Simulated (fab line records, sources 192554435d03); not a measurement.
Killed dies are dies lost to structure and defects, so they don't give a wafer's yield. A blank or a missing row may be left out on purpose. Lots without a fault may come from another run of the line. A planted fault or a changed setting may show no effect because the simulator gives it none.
Which tool did it? | flow n5_finfet | 20 lots, 60 wafers sampled, at 6 steps of a route of 1938

WHAT THE GAUGES READ, wafer by wafer
The record holds no reading of a measuring or inspecting step that can be judged against a usual standard deviation.

WHICH TOOL RAN EACH LOT (tool, then ch and the chambers of the sampled wafers, then the start)
lot  | N5_WELL_APT_DESCUM_13             | N5_PMOS_HMC_CHANNEL_EPI_HM_DEP_34 | N5_PMOS_HMC_CHANNEL_EPI_CMP_21 | N5_FIN_SAQP_ETCH_51               | N5_FIN_SAQP_MANDREL1_REMOVE_56  | N5_FIN_SAQP_SPACER2_ETCHBACK_29
L074 | rie_diel-06 ch 0,2,3, day 1 14:10 | pecvd-02 ch 0,2, day 1 17:23      | cmp-04 ch 0,1,3, day 1 19:59   | rie_diel-03 ch 0,2,3, day 1 22:17 | rie_si-02 ch 1,2,3, day 2 00:21 | rie_diel-06 ch 1,2,3, day 2 01:49
L075 | rie_diel-06 ch 1,3, day 1 19:53   | pecvd-02 ch 0,2, day 1 22:55      | cmp-02 ch 0,2, day 2 01:46     | rie_diel-02 ch 0,3, day 2 05:45   | rie_si-02 ch 0,1,2, day 2 07:58 | rie_diel-03 ch 1,3, day 2 09:25
L077 | rie_diel-06 ch 1,2,3, day 2 07:50 | pecvd-03 ch 0,2, day 2 10:46      | cmp-02 ch 0,2,3, day 2 16:00   | rie_diel-02 ch 0,2, day 2 18:16   | rie_si-01 ch 0,3, day 2 20:30   | rie_diel-06 ch 0,1,3, day 2 22:22
L078 | rie_diel-03 ch 0,1,3, day 2 14:08 | pecvd-03 ch 0,1,2, day 2 17:08    | cmp-04 ch 0,1,2, day 2 20:40   | rie_diel-03 ch 1,3, day 2 22:53   | rie_si-06 ch 0,3, day 3 01:07   | rie_diel-02 ch 0,1,2, day 3 03:26
L079 | rie_diel-02 ch 0,1,2, day 2 20:06 | pecvd-04 ch 0,1,2, day 2 23:02    | cmp-02 ch 0,3, day 3 01:22     | rie_diel-02 ch 1,3, day 3 04:23   | rie_si-06 ch 0,2,3, day 3 06:56 | rie_diel-02 ch 1,3, day 3 08:24
L080 | rie_diel-02 ch 0,2, day 3 01:57   | pecvd-04 ch 0, day 3 04:52        | cmp-04 ch 0,2,3, day 3 07:44   | rie_diel-03 ch 0,2,3, day 3 10:57 | rie_si-06 ch 0,2, day 3 12:55   | rie_diel-03 ch 1,2,3, day 3 15:27
L081 | rie_diel-02 ch 2,3, day 3 07:54   | pecvd-02 ch 0,2, day 3 11:32      | cmp-04 ch 0,1,2, day 3 13:56   | rie_diel-02 ch 1,3, day 3 17:07   | rie_si-01 ch 0,1,3, day 3 19:22 | rie_diel-03 ch 1,2,3, day 3 21:04
L082 | rie_diel-06 ch 0,2,3, day 3 13:46 | pecvd-02 ch 1,2, day 3 16:43      | cmp-03 ch 0,1,2, day 3 19:42   | rie_diel-02 ch 0,1,2, day 3 22:08 | rie_si-02 ch 0,3, day 4 00:37   | rie_diel-06 ch 1,2,3, day 4 02:26
L083 | rie_diel-06 ch 0,1,3, day 3 19:59 | pecvd-04 ch 0,1, day 3 23:02      | cmp-03 ch 0,1,2, day 4 01:56   | rie_diel-03 ch 1,2,3, day 4 04:20 | rie_si-01 ch 1,3, day 4 07:05   | rie_diel-02 ch 0,1,2, day 4 08:54
L085 | rie_diel-03 ch 0,1,3, day 4 07:59 | pecvd-03 ch 0,1, day 4 11:42      | cmp-02 ch 1,3, day 4 15:02     | rie_diel-06 ch 0,2, day 4 18:18   | rie_si-06 ch 1,2,3, day 4 21:22 | rie_diel-03 ch 1,2,3, day 5 00:44
L086 | rie_diel-02 ch 0,1,2, day 4 13:49 | pecvd-03 ch 1,2, day 4 17:02      | cmp-04 ch 0,1,3, day 4 19:58   | rie_diel-03 ch 0,1,3, day 4 23:05 | rie_si-06 ch 1,2,3, day 5 01:16 | rie_diel-06 ch 0,1,2, day 5 02:52
L088 | rie_diel-06 ch 2,3, day 5 02:25   | pecvd-03 ch 0,2, day 5 05:26      | cmp-04 ch 0,2,3, day 5 08:46   | rie_diel-03 ch 0,1,3, day 5 12:19 | rie_si-01 ch 0,2,3, day 5 14:26 | rie_diel-06 ch 0,1, day 5 16:13
L089 | rie_diel-02 ch 0,2,3, day 5 08:18 | pecvd-02 ch 0,1, day 5 11:16      | cmp-02 ch 0,1,3, day 5 13:38   | rie_diel-02 ch 1,2,3, day 5 15:58 | rie_si-06 ch 1,2,3, day 5 18:15 | rie_diel-06 ch 1,2,3, day 5 20:20
L090 | rie_diel-02 ch 2,3, day 5 13:52   | pecvd-03 ch 1,2, day 5 16:47      | cmp-03 ch 0,1,3, day 5 19:34   | rie_diel-03 ch 0,2, day 5 21:47   | rie_si-02 ch 0,1, day 5 23:53   | rie_diel-03 ch 0,2,3, day 6 02:17
L091 | rie_diel-06 ch 0,2,3, day 5 20:07 | pecvd-02 ch 0,1, day 5 23:16      | cmp-02 ch 0,1, day 6 02:22     | rie_diel-03 ch 0,2, day 6 04:57   | rie_si-02 ch 1,2,3, day 6 07:20 | rie_diel-02 ch 2,3, day 6 09:17
L092 | rie_diel-06 ch 0,1, day 6 01:57   | pecvd-02 ch 0,1, day 6 05:23      | cmp-04 ch 0,3, day 6 08:18     | rie_diel-02 ch 1,3, day 6 10:52   | rie_si-02 ch 2,3, day 6 13:10   | rie_diel-02 ch 1,2,3, day 6 15:18
L093 | rie_diel-06 ch 0,2,3, day 6 07:49 | pecvd-04 ch 0,1, day 6 10:44      | cmp-03 ch 1,2, day 6 13:38     | rie_diel-03 ch 0,3, day 6 16:02   | rie_si-01 ch 1,3, day 6 18:18   | rie_diel-02 ch 1,2,3, day 6 20:08
L094 | rie_diel-02 ch 1,2,3, day 6 13:54 | pecvd-02 ch 0,1,2, day 6 17:08    | cmp-03 ch 0,2,3, day 6 19:55   | rie_diel-03 ch 0,1,2, day 6 22:10 | rie_si-01 ch 1,2, day 7 00:04   | rie_diel-02 ch 1,2, day 7 02:08
L095 | rie_diel-03 ch 0,2,3, day 6 20:25 | pecvd-02 ch 0,1,2, day 6 23:20    | cmp-04 ch 1,2,3, day 7 01:48   | rie_diel-06 ch 0,2,3, day 7 03:57 | rie_si-01 ch 0,1,3, day 7 05:50 | rie_diel-02 ch 0,1,3, day 7 07:17
L097 | rie_diel-03 ch 1,2, day 7 07:47   | pecvd-02 ch 0,1,2, day 7 11:04    | cmp-03 ch 1,2,3, day 7 13:37   | rie_diel-03 ch 1,2, day 7 16:00   | rie_si-01 ch 1,2,3, day 7 18:01 | rie_diel-02 ch 1,2, day 7 19:45
- N5_WELL_APT_DESCUM_13: chemistry O2, time 7.9 s.
- N5_PMOS_HMC_CHANNEL_EPI_HM_DEP_34: deposits SiO2 from TEOS/O2, target thk 36 nm, time 6.9 s.
- N5_PMOS_HMC_CHANNEL_EPI_CMP_21: polishes SiGe30, target thk 54 nm.
- N5_FIN_SAQP_ETCH_51: etches SiARC in CF4, target depth 45.5 nm, time 75.8 s.
- N5_FIN_SAQP_MANDREL1_REMOVE_56: chemistry HBr/Cl2/O2, target a-Si, stops on SiNx, bt time 10 s.
- N5_FIN_SAQP_SPACER2_ETCHBACK_29: etches SiO2 in CHF3/O2, target depth 12.2 nm, time 6.1 s.

WHAT THE TOOLS THEMSELVES READ (means of the sampled wafers that have a number; where no wafer has one, the mark that the record gives instead)
N5_WELL_APT_DESCUM_13.
lot  | tool        | drypump_motor_current_A (A) | o2_flow_sccm (sccm) | oes_product_au (a.u.) | rf_vpp_V (V) | showerhead_plenum_p_Torr (Torr) | throttle_valve_pct (%)
L074 | rie_diel-06 | 6.3                         | 224.6               | 0.76                  | 244.5        | 2.17                            | 20.34
L075 | rie_diel-06 | 5.7                         | 225.2               | 0.73                  | 245.1        | 2.19                            | 20.37
L077 | rie_diel-06 | 6.0                         | 224.9               | 0.74                  | 244.3        | 2.18                            | 20.39
L078 | rie_diel-03 | 5.6                         | 225.0               | 0.74                  | 243.1        | 2.10                            | 20.52
L079 | rie_diel-02 | 5.6                         | 224.8               | 0.72                  | 242.8        | 2.06                            | 20.42
L080 | rie_diel-02 | 5.5                         | 224.7               | 0.70                  | 243.5        | 2.05                            | 20.27
L081 | rie_diel-02 | 5.6                         | 225.5               | 0.74                  | 242.9        | 2.05                            | 20.27
L082 | rie_diel-06 | 6.2                         | 224.8               | 0.74                  | 244.1        | 2.17                            | 20.38
L083 | rie_diel-06 | 6.0                         | 225.1               | 0.74                  | 244.5        | 2.17                            | 20.35
L085 | rie_diel-03 | 5.6                         | 225.1               | 0.73                  | 243.6        | 2.09                            | 20.52
L086 | rie_diel-02 | 5.6                         | 224.5               | 0.72                  | 242.7        | 2.05                            | 20.43
L088 | rie_diel-06 | 6.6                         | 225.6               | 0.73                  | 244.2        | 2.16                            | 20.34
L089 | rie_diel-02 | 5.9                         | 225.3               | 0.71                  | 242.7        | 2.02                            | 20.21
L090 | rie_diel-02 | 5.6                         | 225.6               | 0.71                  | 243.1        | 2.05                            | 20.30
L091 | rie_diel-06 | 6.3                         | 225.0               | 0.73                  | 245.1        | 2.16                            | 20.40
L092 | rie_diel-06 | 5.4                         | 224.8               | 0.72                  | 245.3        | 2.18                            | 20.49
L093 | rie_diel-06 | 6.3                         | 225.3               | 0.72                  | 244.3        | 2.16                            | 20.40
L094 | rie_diel-02 | 5.7                         | 225.4               | 0.72                  | 242.8        | 2.05                            | 20.45
L095 | rie_diel-03 | 5.5                         | 225.1               | 0.69                  | 241.8        | 2.02                            | 20.35
L097 | rie_diel-03 | 5.8                         | 224.4               | 0.76                  | 244.0        | 2.13                            | 20.74

N5_PMOS_HMC_CHANNEL_EPI_HM_DEP_34.
lot  | tool     | heater_power_w (W) | showerhead_plenum_p_Torr (Torr) | susceptor_temp_C (C) | throttle_valve_pct (%)
L074 | pecvd-02 | 718                | 8.29                            | 399.85               | 18.9
L075 | pecvd-02 | 660                | 8.29                            | 399.80               | 19.0
L077 | pecvd-03 | 531                | 8.35                            | 400.07               | 18.7
L078 | pecvd-03 | 529                | 8.35                            | 399.94               | 18.0
L079 | pecvd-04 | 478                | 8.34                            | 399.88               | 19.1
L080 | pecvd-04 | 446                | 8.33                            | 399.88               | 19.1
L081 | pecvd-02 | 706                | 8.34                            | 400.04               | 19.3
L082 | pecvd-02 | 681                | 8.32                            | 400.01               | 18.9
L083 | pecvd-04 | 511                | 8.36                            | 399.70               | 18.2
L085 | pecvd-03 | 462                | 8.32                            | 400.06               | 18.6
L086 | pecvd-03 | 581                | 8.34                            | 399.96               | 17.0
L088 | pecvd-03 | 565                | 8.35                            | 400.24               | 17.6
L089 | pecvd-02 | 664                | 8.38                            | 399.88               | 19.2
L090 | pecvd-03 | 610                | 8.32                            | 399.79               | 17.5
L091 | pecvd-02 | 642                | 8.38                            | 400.15               | 18.9
L092 | pecvd-02 | 653                | 8.39                            | 400.23               | 18.8
L093 | pecvd-04 | 419                | 8.36                            | 400.00               | 18.7
L094 | pecvd-02 | 636                | 8.34                            | 400.19               | 18.9
L095 | pecvd-02 | 628                | 8.33                            | 399.98               | 18.9
L097 | pecvd-02 | 645                | 8.33                            | 400.13               | 19.0

N5_PMOS_HMC_CHANNEL_EPI_CMP_21.
lot  | tool   | motor_current_A (A)
L074 | cmp-04 | 12.1
L075 | cmp-02 | 13.2
L077 | cmp-02 | 13.7
L078 | cmp-04 | 11.0
L079 | cmp-02 | 13.4
L080 | cmp-04 | 12.8
L081 | cmp-04 | 11.1
L082 | cmp-03 | 11.2
L083 | cmp-03 | 10.9
L085 | cmp-02 | 13.4
L086 | cmp-04 | 11.9
L088 | cmp-04 | 12.3
L089 | cmp-02 | 13.8
L090 | cmp-03 | 11.2
L091 | cmp-02 | 13.0
L092 | cmp-04 | 12.3
L093 | cmp-03 | 11.3
L094 | cmp-03 | 11.6
L095 | cmp-04 | 12.3
L097 | cmp-03 | 11.7

N5_FIN_SAQP_ETCH_51.
lot  | tool        | bias_w (W) | cf4_flow_sccm (sccm) | drypump_motor_current_A (A) | etch_rf_on_time_s (s) | oes_product_au (a.u.) | rf_vpp_V (V) | showerhead_plenum_p_Torr (Torr) | throttle_valve_pct (%)
L074 | rie_diel-03 | 35.94      | 99.9                 | 5.5                         | 75.0                  | 0.63                  | 182.1        | 2.08                            | 15.54
L075 | rie_diel-02 | 36.06      | 99.9                 | 6.3                         | 74.6                  | 0.64                  | 183.3        | 2.06                            | 15.31
L077 | rie_diel-02 | 35.94      | 99.9                 | 5.8                         | 75.3                  | 0.61                  | 182.6        | 2.07                            | 15.47
L078 | rie_diel-03 | 36.07      | 99.1                 | 6.0                         | 72.9                  | 0.69                  | 184.9        | 2.17                            | 15.78
L079 | rie_diel-02 | 36.07      | 99.9                 | 5.8                         | 76.4                  | 0.65                  | 183.7        | 2.11                            | 15.68
L080 | rie_diel-03 | 35.98      | 100.2                | 5.5                         | 76.2                  | 0.62                  | 183.4        | 2.08                            | 15.56
L081 | rie_diel-02 | 35.97      | 99.6                 | 5.8                         | 76.6                  | 0.65                  | 183.5        | 2.11                            | 15.68
L082 | rie_diel-02 | 36.02      | 100.2                | 5.6                         | 75.5                  | 0.62                  | 183.9        | 2.10                            | 15.65
L083 | rie_diel-03 | 36.10      | 99.8                 | 5.9                         | 74.9                  | 0.66                  | 183.5        | 2.11                            | 15.67
L085 | rie_diel-06 | 36.08      | 100.2                | 6.0                         | 75.8                  | 0.64                  | 185.2        | 2.21                            | 15.66
L086 | rie_diel-03 | 35.97      | 100.0                | 5.6                         | 75.2                  | 0.63                  | 184.0        | 2.13                            | 15.72
L088 | rie_diel-03 | 35.88      | 99.6                 | 5.7                         | 74.6                  | 0.63                  | 184.6        | 2.13                            | 15.73
L089 | rie_diel-02 | 35.99      | 99.9                 | 5.6                         | 76.1                  | 0.62                  | 183.8        | 2.11                            | 15.67
L090 | rie_diel-03 | 36.05      | 100.0                | 5.4                         | 76.2                  | 0.62                  | 183.1        | 2.08                            | 15.61
L091 | rie_diel-03 | 36.02      | 100.1                | 5.1                         | 76.4                  | 0.60                  | 183.4        | 2.10                            | 15.66
L092 | rie_diel-02 | 35.97      | 99.9                 | 6.1                         | 76.5                  | 0.63                  | 183.1        | 2.07                            | 15.55
L093 | rie_diel-03 | 35.98      | 99.8                 | 5.3                         | 75.9                  | 0.59                  | 183.9        | 2.09                            | 15.66
L094 | rie_diel-03 | 36.04      | 100.1                | 5.5                         | 75.0                  | 0.63                  | 183.3        | 2.14                            | 15.76
L095 | rie_diel-06 | 35.91      | 99.8                 | 6.3                         | 76.7                  | 0.61                  | 183.6        | 2.21                            | 15.68
L097 | rie_diel-03 | 36.01      | 99.9                 | 5.7                         | 74.8                  | 0.64                  | 184.1        | 2.11                            | 15.74

N5_FIN_SAQP_MANDREL1_REMOVE_56.
lot  | tool      | bias_w (W) | drypump_motor_current_A (A) | oes_product_au (a.u.) | throttle_valve_pct (%)
L074 | rie_si-02 | 22.01      | 5.6                         | 0.995                 | 36.90
L075 | rie_si-02 | 22.04      | 5.5                         | 0.990                 | 36.62
L077 | rie_si-01 | 21.96      | 5.8                         | 0.993                 | 36.55
L078 | rie_si-06 | 22.04      | 6.0                         | 1.002                 | 36.79
L079 | rie_si-06 | 21.94      | 5.9                         | 1.004                 | 36.57
L080 | rie_si-06 | 21.99      | 5.8                         | 0.995                 | 36.32
L081 | rie_si-01 | 21.98      | 6.0                         | 0.985                 | 36.47
L082 | rie_si-02 | 21.98      | 5.6                         | 0.996                 | 36.85
L083 | rie_si-01 | 22.00      | 5.8                         | 1.001                 | 36.56
L085 | rie_si-06 | 22.02      | 5.7                         | 1.015                 | 36.67
L086 | rie_si-06 | 22.02      | 5.7                         | 1.003                 | 36.66
L088 | rie_si-01 | 22.02      | 5.5                         | 0.987                 | 36.57
L089 | rie_si-06 | 21.93      | 5.7                         | 1.001                 | 36.67
L090 | rie_si-02 | 21.97      | 5.5                         | 0.988                 | 36.32
L091 | rie_si-02 | 21.97      | 5.6                         | 0.990                 | 36.90
L092 | rie_si-02 | 21.95      | 5.6                         | 0.999                 | 37.16
L093 | rie_si-01 | 22.04      | 5.8                         | 0.992                 | 36.56
L094 | rie_si-01 | 22.08      | 5.1                         | 0.993                 | 36.61
L095 | rie_si-01 | 22.00      | 6.0                         | 0.981                 | 36.48
L097 | rie_si-01 | 21.99      | 5.5                         | 0.997                 | 36.59

N5_FIN_SAQP_SPACER2_ETCHBACK_29.
lot  | tool        | bias_w (W) | drypump_motor_current_A (A) | oes_ar_750_au (a.u.) | oes_product_au (a.u.) | rf_vpp_V (V) | showerhead_plenum_p_Torr (Torr) | throttle_valve_pct (%)
L074 | rie_diel-06 | 170.2      | 6.1                         | 0.74                 | 0.73                  | 525          | 2.51                            | 18.83
L075 | rie_diel-03 | 169.9      | 6.0                         | 0.80                 | 0.80                  | 525          | 2.46                            | 19.10
L077 | rie_diel-06 | 170.0      | 6.0                         | 0.74                 | 0.75                  | 530          | 2.50                            | 18.87
L078 | rie_diel-02 | 169.9      | 5.6                         | 0.73                 | 0.73                  | 522          | 2.37                            | 18.91
L079 | rie_diel-02 | 169.8      | 5.8                         | 0.76                 | 0.76                  | 518          | 2.36                            | 18.94
L080 | rie_diel-03 | 170.2      | 5.9                         | 0.77                 | 0.77                  | 519          | 2.38                            | 18.93
L081 | rie_diel-03 | 170.1      | 5.9                         | 0.76                 | 0.76                  | 519          | 2.37                            | 18.93
L082 | rie_diel-06 | 170.2      | 6.1                         | 0.73                 | 0.72                  | 526          | 2.50                            | 18.86
L083 | rie_diel-02 | 170.1      | 5.6                         | 0.72                 | 0.72                  | 522          | 2.36                            | 18.92
L085 | rie_diel-03 | 169.8      | 5.9                         | 0.76                 | 0.75                  | 519          | 2.37                            | 18.94
L086 | rie_diel-06 | 169.7      | 5.8                         | 0.73                 | 0.73                  | 531          | 2.49                            | 18.89
L088 | rie_diel-06 | 170.3      | 5.4                         | 0.73                 | 0.74                  | 524          | 2.49                            | 18.91
L089 | rie_diel-06 | 170.0      | 6.1                         | 0.72                 | 0.71                  | 527          | 2.49                            | 18.87
L090 | rie_diel-03 | 169.6      | 5.5                         | 0.71                 | 0.70                  | 518          | 2.32                            | 18.79
L091 | rie_diel-02 | 169.6      | 6.0                         | 0.73                 | 0.73                  | 518          | 2.33                            | 18.70
L092 | rie_diel-02 | 169.9      | 5.7                         | 0.72                 | 0.72                  | 518          | 2.36                            | 18.90
L093 | rie_diel-02 | 170.3      | 5.7                         | 0.72                 | 0.72                  | 519          | 2.36                            | 18.90
L094 | rie_diel-02 | 169.7      | 5.3                         | 0.71                 | 0.70                  | 521          | 2.39                            | 19.05
L095 | rie_diel-02 | 170.1      | 6.0                         | 0.81                 | 0.82                  | 522          | 2.42                            | 18.69
L097 | rie_diel-02 | 169.9      | 5.3                         | 0.71                 | 0.71                  | 521          | 2.39                            | 19.06

THE ANSWER, worked out from the rows above alone
Rule: what is usual is taken from the lots themselves. Put in order of their means at a reading, lots are off if they are a third of the lots or fewer, leave a main group of 4 or more, and stand apart from it by a gap of 3 or more times the standard deviation of the main group's means; of several such gaps the widest counts. A main group whose means are all the same, to the digits that the tables above print for the reading, isn't used. A lot without any number at a reading at which 4 lots or more have one is off too. The other lots that the step has rows for count as sound. The gauges are gone through in route order, then the tools' own readings, and for those a lot's mean is taken as printed above. The first step at which some lot is off is used, and at that step the reading that is off furthest; a lot without a number counts as furthest.
No lot is off at any reading shown: from this, nothing can be told.

WHAT THE SIMULATOR HAD PUT IN
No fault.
